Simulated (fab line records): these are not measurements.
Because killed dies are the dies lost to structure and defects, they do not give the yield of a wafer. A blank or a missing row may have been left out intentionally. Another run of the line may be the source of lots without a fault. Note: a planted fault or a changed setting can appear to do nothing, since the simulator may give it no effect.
Split-lot experiment -- flow n5Finfet -- 21 wafers read from 7 lots, route of 1938 steps

THE SPLIT
At N5_BEOL_M2_PECVD_72 (deposits SiO2 from TEOS/O2, target thk 16 nm, time 18 s), the setting timeS was moved away from the recipe's 18 s on 4 of the 21 wafers read, by -10.2% to +8.1%. This setting was run at the recipe's value on the other wafers.

The reading comes from the split's own step.

THE READING
SiO2_of_BEOL_M2_PECVD_72.thkNm (the simulator's own value, which no gauge read), in nm, at N5_BEOL_M2_PECVD_72 (deposits SiO2 from TEOS/O2, target thk 16 nm, time 18 s). No usual value for it is given in the file. Across the 17 wafers here that went through the recipe, the average is 16.1 nm and the standard deviation 0.27 nm.

wafer,"tool, chamber at the split","timeS as run, s",against the recipe,"SiO2_of_BEOL_M2_PECVD_72.thkNm, nm",against lot-mates on the recipe
L075.1,"pecvd-02, 1",18,recipe,15.6,-
L075.2,"pecvd-02, 2",18,recipe,15.8,-
L075.4,"pecvd-02, 1",18,recipe,16,-
L079.3,"pecvd-04, 2",18,recipe,16,-
L079.4,"pecvd-04, 1",16.25,-9.7%,15,-1.0
L079.5,"pecvd-04, 2",16.25,-9.7%,14.6,-1.4
L086.2,"pecvd-04, 1",18,recipe,16,-
L086.4,"pecvd-04, 1",18,recipe,16.4,-
L086.6,"pecvd-04, 1",18,recipe,16.2,-
L087.3,"pecvd-02, 2,1,2",18,recipe,16.2,-
L087.5,"pecvd-02, 2,1,2",18,recipe,16.2,-
L087.6,"pecvd-02, 2,1,2",18,recipe,16.2,-
L091.2,"pecvd-02, 1",18,recipe,15.6,-
L091.3,"pecvd-02, 0",18,recipe,15.8,-
L091.4,"pecvd-02, 1",16.17,-10.2%,14.4,-1.3
L095.1,"pecvd-04, 1",18,recipe,16.2,-
L095.4,"pecvd-04, 0",18,recipe,16.4,-
L095.5,"pecvd-04, 1",18,recipe,16.6,-
L096.3,"pecvd-02, 2",19.45,+8.1%,16.8,+0.7
L096.4,"pecvd-02, 0",18,recipe,16.2,-
L096.5,"pecvd-02, 1",18,recipe,16,-
Where a row lists several chambers, the file gives one row for several wafers and doesn't say which wafer went through which chamber.

THE FIT
A straight line over all 21 wafers: SiO2_of_BEOL_M2_PECVD_72.thkNm changes by +0.132 nm for each +1% of timeS; r = +0.89; the points scatter about the line by 0.28 nm.
The same after taking each lot's own level away (the mean of its wafers on the recipe; 21 wafers): +0.117 nm for each +1%; r = +0.96; scatter 0.15 nm.
On that fit, the largest move of timeS shifts the reading by 1.2 nm.
The span of the lots' own levels, 15.70 to 16.40 nm, comes to 2.6 times the standard deviation stated above.
So the slope is not independent of the lot-to-lot level: the two fits are not the same.
Check: with one of the wafers moved furthest among these (-10.2%) left out of the fit, the line predicts -1.17 nm for it against its lot-mates. Against them it came out at -1.3 nm.

OTHER SPLITS ON THESE WAFERS
Before the reading, these wafers also passed through other splits. Each is held against what the fit with the lots' levels taken away leaves over:
other split on the same wafers,wafers away from the commonest value,r with SiO2_of_BEOL_M2_PECVD_72.thkNm (lot level and that fit taken away)
N5_BEOL_M1_EXPOSE_08 doseMj,6,+0.23

THE FILE'S OWN FIT
SiO2_of_BEOL_M2_PECVD_72.thkNm changes by +0.116 nm for each +1% of timeS, r = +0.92.
